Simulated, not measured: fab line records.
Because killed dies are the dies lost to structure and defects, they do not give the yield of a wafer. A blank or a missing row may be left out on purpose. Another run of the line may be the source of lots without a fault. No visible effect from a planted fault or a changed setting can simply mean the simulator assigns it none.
Chamber matching ; flow nandHarc ; NHARC_A_STAIRCASE_DESCUM_219 on rieDiel-02: 4 sister chambers
The step chemistry O2, time 3 s. 4 wafers are shown with their chamber, then 11 later ones without.

## WAFERS, EACH WITH ITS CHAMBER
wafer;chamber;drypumpMotorCurrentA (A)
L074.6;3;5.24
L086.1;2;5.87
L086.3;0;5.78
L088.1;1;5.61

## WAFERS WITHOUT THEIR CHAMBER
wafer;drypumpMotorCurrentA (A)
L088.2;5.86
L088.5;5.81
L089.1;5.89
L089.3;5.25
L089.6;5.23
L090.2;5.21
L090.3;5.78
L090.6;5.60
L092.4;5.58
L092.5;5.27
L092.6;5.88

## WHICH CHAMBER EACH ONE RAN IN
wafer;from the rows above;in truth
L088.2;2;2
L088.5;can't be placed: 0 or 2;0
L089.1;2;2
L089.3;3;3
L089.6;3;3
L090.2;3;3
L090.3;0;0
L090.6;1;1
L092.4;1;1
L092.5;3;3
L092.6;2;2
Placed correctly: 10 of 11. Not placeable from these rows: 1 (in 1, the candidates include the true chamber). Placed wrongly: 0.
How it was worked out, from the rows above alone: a wafer's distance from a chamber is the root of the sum, over the readings, of the square of ((its reading less the chamber's mean) divided by the reading's scatter). The wafer belongs to the nearest chamber; if the next one is less than 2 further off, it can't be placed. The mean given for a chamber averages the wafers shown for that chamber. The scatter: root of mean squared gap, hidden wafer to nearest shown wafer, with one shown wafer a chamber.
